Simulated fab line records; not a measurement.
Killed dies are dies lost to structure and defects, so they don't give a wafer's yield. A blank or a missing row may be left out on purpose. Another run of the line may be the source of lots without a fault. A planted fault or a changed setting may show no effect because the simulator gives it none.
Struck lot and sound lot, side by side | flow n5-finfet | 37 out of 1938 route steps
Sound: these wafers, L925.2, L925.5, L925.6. Wafers L919.1, L919.2, L919.3 were the ones struck. At the end, the cause is stated.
Per side, at each step with rows, come the tool, then ch with its chambers, and then its first start. Under that, the readings that differ: sound wafers | struck wafers | difference of the means | sigmas: that difference in standard deviations of wafers without a fault.
alike: readings whose means differ by less than 2 such deviations, and words and numbers that are the same on both sides. not compared: withheld readings, readings that some wafer has no value for, bounds like >300 that may hide the same value, and numbers for which the record gives no deviation and whose values overlap.
The two part at a step that has a row with sigmas, a row that says differs or no value, or rows on one side only. Numbers that have no deviation but don't overlap get no sigmas and don't part them. A reading that every wafer of one side lacks parts them only if that side has two wafers or more.

first, 9 steps without rows for these wafers: N5_WELL_APT_DESCUM_30 (chemistry O2, time 7.9 s); N5_WELL_APT_IMPLANT_31; N5_WELL_APT_IMPLANT_32; N5_WELL_APT_STRIP_33 (strips in SPM, time 900 s); N5_WELL_APT_RTA_34 (time 10 s); N5_WELL_APT_OXIDE_STRIP_42 (strips SiO2 in dHF, time 45 s, target depth 12 nm); N5_WELL_APT_PRECLEAN_36 (cleans in O3/DIW, time 45 s); N5_WELL_APT_PRECLEAN_39 (cleans in dHF, time 60 s); N5_WELL_APT_SRD_37 (time 30 s).
N5_WELL_APT_EPI_41: deposits Si from SiH4/H2, target thk 50 nm, time 297.7 s.
  sound on epi-rpcvd-02 ch 0, day 4 16:34; struck on epi-rpcvd-01 ch 0, day 3 04:25
  reading                                 | sound             | struck            | difference | sigmas
  throttle-valve-pct (%)                  | 11.3 11.2 11.5    | 12.3 11.8 12.0    | +0.7       | +2
  model.Si_of_WELL_APT_EPI_41.thk-nm (nm) | 50.32 49.82 50.17 | 40.59 40.09 40.08 | -9.85      |
  alike: lamp-inner-pct
then, 24 steps without rows for these wafers: N5_PMOS_HMC_CHANNEL_EPI_HM_DEP_34 (deposits SiO2 from TEOS/O2, target thk 36 nm, time 6.9 s); N5_PMOS_HMC_CHANNEL_EPI_COAT_31 (time 60 s, resist thk 66 nm); N5_PMOS_HMC_CHANNEL_EPI_COAT_03 (resist thk 205 nm); N5_PMOS_HMC_CHANNEL_EPI_EBR_05; N5_PMOS_HMC_CHANNEL_EPI_SOFTBAKE_04 (time 60 s); N5_PMOS_HMC_CHANNEL_EPI_EXPOSE_06 (exposes mask PMOS HMC BLK, target cd 240 nm); N5_PMOS_HMC_CHANNEL_EPI_PEB_07 (peb time 60 s); N5_PMOS_HMC_CHANNEL_EPI_DEVELOP_08 (develop time 30 s); N5_PMOS_HMC_CHANNEL_EPI_DESCUM_14 (chemistry O2, time 7.9 s); N5_PMOS_HMC_CHANNEL_EPI_ETCH_32 (etches BARC in N2/H2, stops on SiO2, target depth 85.8 nm, time 50.3 s); N5_PMOS_HMC_CHANNEL_EPI_HM_OPEN_15 (chemistry CHF3/O2, target SiO2, target depth 40.6 nm, time 20.3 s); N5_PMOS_HMC_CHANNEL_EPI_STRIP_33 (strips in N2/H2); N5_PMOS_HMC_CHANNEL_EPI_STRIP_17 (strips in SPM, time 750 s); N5_PMOS_HMC_CHANNEL_EPI_ETCH_38 (etches SiO2 in CF4, target depth 1.5 nm); N5_PMOS_HMC_CHANNEL_EPI_FIN_RECESS_16 (chemistry HBr/Cl2, target Si, target depth 54 nm, time 18 s); N5_PMOS_HMC_CHANNEL_EPI_PRECLEAN_36 (cleans in O3/DIW, time 45 s); N5_PMOS_HMC_CHANNEL_EPI_PRECLEAN_18 (cleans in DHF, time 30 s); N5_PMOS_HMC_CHANNEL_EPI_SRD_19 (time 30 s); N5_PMOS_HMC_CHANNEL_EPI_EPI_20 (deposits SiGe30, target thk 59 nm); N5_PMOS_HMC_CHANNEL_EPI_HM_STRIP_35 (strips SiO2 in dHF, material SiO2, target depth 39.6 nm, time 216 s); N5_PMOS_HMC_CHANNEL_EPI_SRD_39 (time 30 s); N5_PMOS_HMC_CHANNEL_EPI_CMP_21 (polishes SiGe30, target thk 54 nm); N5_PMOS_HMC_CHANNEL_EPI_PRECLEAN_40 (cleans in DHF, time 30 s); N5_PMOS_HMC_CHANNEL_EPI_PRECLEAN_37 (cleans in O3/DIW, time 45 s).
N5_SD_EPI_N_STRIP_18: strips in SPM, time 750 s.
  sound on wet-bench-03 ch 0,3,5, day 6 08:04; struck on wet-bench-03 ch 0,1,7, day 4 13:16
  reading                                 | sound   | struck  | difference | sigmas
  model.Si_of_WELL_APT_EPI_41.thk-nm (nm) | 9 8 9.2 | 4.8 5 5 | -3.8       |
-- the record jumps here: 5 days lie between the struck wafers' starts before and after (it left off in module SD_EPI_N and takes up again in module BEOL_M4, whose first step shown is number 1111 of the route) --
N5_BEOL_M4_RC_MEAS_101:
  sound on prober-02 ch 0, day 12 08:53; struck on prober-01 ch 0, day 10 00:36
  reading           | sound             | struck      | difference | sigmas
  CJ_N              | 4.30 4.34 4.22    | 5.01 5.03   | +0.73      | +8
  CJ_P              | 5.87 5.72 5.73    | 4.53 4.26   | -1.38      | -11
  IOFF_N (nA/um)    | 0.174 0.164 0.142 | 0.120 0.114 | -0.043     | -2
  ION_N (uA/um)     | 685 677 664       | 645 639     | -33        | -4
  RS_PWELL (ohm/sq) | 3026 3036 3036    | 3139 3113   | +93        | +4
  VT_N (mV)         | 246.1 247.6 251.3 | 254.9 255.6 | +6.9       | +3
  alike: DIBL_N, DIBL_P, IOFF_P, ION_P, SS_N, SS_P, VT_P
N5_PASSIVATION_PROBE_49:
  rows exist in the record for the sound wafers here (prober-01, day 17 02:29), none for the struck ones

## WHERE THEY PART
First at N5_WELL_APT_EPI_41; last, within this record, at N5_PASSIVATION_PROBE_49.

WHY: whatever the simulator had introduced
Process parameters drifting: epi-rpcvd-01 at N5_WELL_APT_EPI_41, beginning at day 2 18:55. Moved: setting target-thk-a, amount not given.
